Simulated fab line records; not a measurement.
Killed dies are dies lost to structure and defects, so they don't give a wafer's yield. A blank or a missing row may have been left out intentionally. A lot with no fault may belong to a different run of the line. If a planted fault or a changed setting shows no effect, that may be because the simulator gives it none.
Comparing a struck lot with a sound one :: flow n5_finfet :: 20 out of 1938 route steps
Sound: these wafers, L882.2, L882.4, L882.6. Struck: wafer L877.5 (left out: L877.2, a lot-mate that was not struck); the cause follows at the end.
Order at every step that has rows: each side's tool, ch and its chambers, its first start. Under that, the readings that differ: sound wafers :: struck wafers :: difference of the means :: sigmas: that difference in standard deviations of wafers without a fault.
alike: same words and numbers on both sides, and readings whose means sit less than 2 such deviations apart. not compared: any withheld reading, any reading some wafer has no value for, any bound like >300 that may hide the same value, and any number with overlapping values for which the record gives no deviation.
A row with sigmas, a row that says differs or no value, or rows on one side alone: a step with any of these is where the two part. Numbers that don't overlap but have no deviation are shown without sigmas and don't part them. A reading that every wafer of one side lacks parts them only if that side has two wafers or more.

first, 9 steps without rows for these wafers: N5_BEOL_M4_COAT_67 (time 60 s, resist thk 60 nm); N5_BEOL_M4_COAT_68 (time 60 s, resist thk 12 nm); N5_BEOL_M4_COAT_76 (time 60 s, resist thk 5 nm); N5_BEOL_M4_COAT_22 (resist thk 30 nm); N5_BEOL_M4_EBR_24; N5_BEOL_M4_SOFTBAKE_23 (time 60 s); N5_BEOL_M4_EXPOSE_25 (exposes mask V3, defocus 5 nm); N5_BEOL_M4_PEB_26 (peb time 60 s); N5_BEOL_M4_DEVELOP_27 (develop time 30 s).
N5_BEOL_M4_CD_MEAS_28: target cd 26.2 nm, target cd y 24.1 nm.
  sound on cd_sem-01 ch 0, day 12 12:28; struck on cd_sem-02 ch 0, day 11 08:05
  alike: cd_nm
N5_BEOL_M4_OVL_MEAS_29:
  sound on overlay-02 ch 0, day 12 12:31; struck on overlay-02 ch 0, day 11 08:08
reading: V3_OVL (nm)
sound: -1.0 -0.5 0.2
struck: 1.0
difference: +1.4
sigmas: +2
N5_BEOL_M4_INSPECT_30: inspects for defects (brightfield).
  struck on defect_inspect-02, day 11 08:11; sound on defect_inspect-01, day 12 12:34
  alike: raw_defect_count
N5_BEOL_M4_DESCUM_33: chemistry O2, time 7 s.
  sound on rie_diel-06 ch 0,2,3, day 12 12:37; struck on rie_diel-04 ch 1, day 11 08:13
reading: model.CAR-EUV_of_BEOL_M4_COAT_22.thk_nm (nm)
sound: 26.2 26.2 26.2
struck: 25.4
difference: -0.8
sigmas: 
  alike: drypump_motor_current_A, oes_product_au, rf_vpp_V, showerhead_plenum_p_Torr, throttle_valve_pct
  not compared: rf_hours_counter_h
N5_BEOL_M4_ETCH_77: etches underlayer in N2/H2, target depth 6.5 nm, time 5.2 s.
  sound on rie_diel-06 ch 0,2,3, day 12 12:38; struck on rie_diel-04 ch 1, day 11 08:15
reading: etch_rf_on_time_s (s)
sound: 5.06 5.21 5.08
struck: 5.47
difference: +0.35
sigmas: +2
  alike: drypump_motor_current_A, n2_flow_sccm, oes_product_au, rf_vpp_V, showerhead_plenum_p_Torr, throttle_valve_pct
  not compared: rf_hours_counter_h
N5_BEOL_M4_ETCH_69: etches SiARC in CF4, target depth 15.6 nm, time 26 s.
  sound on rie_diel-06 ch 0,2,3, day 12 12:40; struck on rie_diel-04 ch 1, day 11 08:16
reading: etch_rf_on_time_s (s)
sound: 25.1 25.5 25.0
struck: 27.3
difference: +2.1
sigmas: +3
  alike: drypump_motor_current_A, oes_product_au, rf_vpp_V, showerhead_plenum_p_Torr, throttle_valve_pct
  not compared: rf_hours_counter_h
N5_BEOL_M4_ALD_98: deposits SiO2, target thk 2.5 nm, pulse time 1 s, co reactant pulse time 1 s.
  sound on ald_sin-03 ch 0,2,3, day 12 12:59; struck on ald_sin-04 ch 3, day 11 08:32
  alike: heater_power_w, precursor_pulse_height_rel, susceptor_temp_C
N5_BEOL_M4_ETCHBACK_99: etches SiO2 in CHF3, target depth 5 nm, time 10.4 s.
  sound on rie_diel-04 ch 0,1,2, day 12 22:46; struck on rie_diel-01 ch 0, day 11 17:13
reading: drypump_motor_current_A (A)
sound: 5.5 5.6 5.9
struck: 6.5
difference: +0.8
sigmas: +2

reading: model.CAR-EUV_of_BEOL_M4_COAT_22.thk_nm (nm)
sound: 10.6 10.6 10.6
struck: 9.6
difference: -1.0
sigmas: 
  alike: oes_product_au, rf_vpp_V, showerhead_plenum_p_Torr, throttle_valve_pct
  not compared: rf_hours_counter_h
N5_BEOL_M4_ETCH_70: etches SOC in N2/H2, target depth 80 nm, overetch 24 nm, time 130 s.
  sound on rie_diel-04 ch 0,1,2, day 12 22:48; struck on rie_diel-01 ch 0, day 11 17:15
reading: drypump_motor_current_A (A)
sound: 5.5 5.5 5.9
struck: 6.5
difference: +0.9
sigmas: +2
  alike: n2_flow_sccm, oes_product_au, rf_vpp_V, showerhead_plenum_p_Torr, throttle_valve_pct
  not compared: rf_hours_counter_h
N5_BEOL_M4_RC_MEAS_101:
  sound on prober-02 ch 0, day 13 03:19; struck on prober-02 ch 0, day 11 21:41
  alike: DIBL_N, DIBL_P, IOFF_N, IOFF_P, ION_N, ION_P, SS_N, SS_P, VT_N, VT_P
-- a jump in the record: the struck wafers' starts before and after are 5 days apart (it breaks off in module BEOL_M4 and resumes in module PASSIVATION, where the first step shown is number 1936 of the route) --
N5_PASSIVATION_PROBE_49:
  the record has rows for the struck wafers here (prober-02, day 16 10:18) and none for the sound ones

## WHERE THEY PART
Last at N5_PASSIVATION_PROBE_49 as far as this record goes, first at N5_BEOL_M4_OVL_MEAS_29.

WHY: what the simulator had put in
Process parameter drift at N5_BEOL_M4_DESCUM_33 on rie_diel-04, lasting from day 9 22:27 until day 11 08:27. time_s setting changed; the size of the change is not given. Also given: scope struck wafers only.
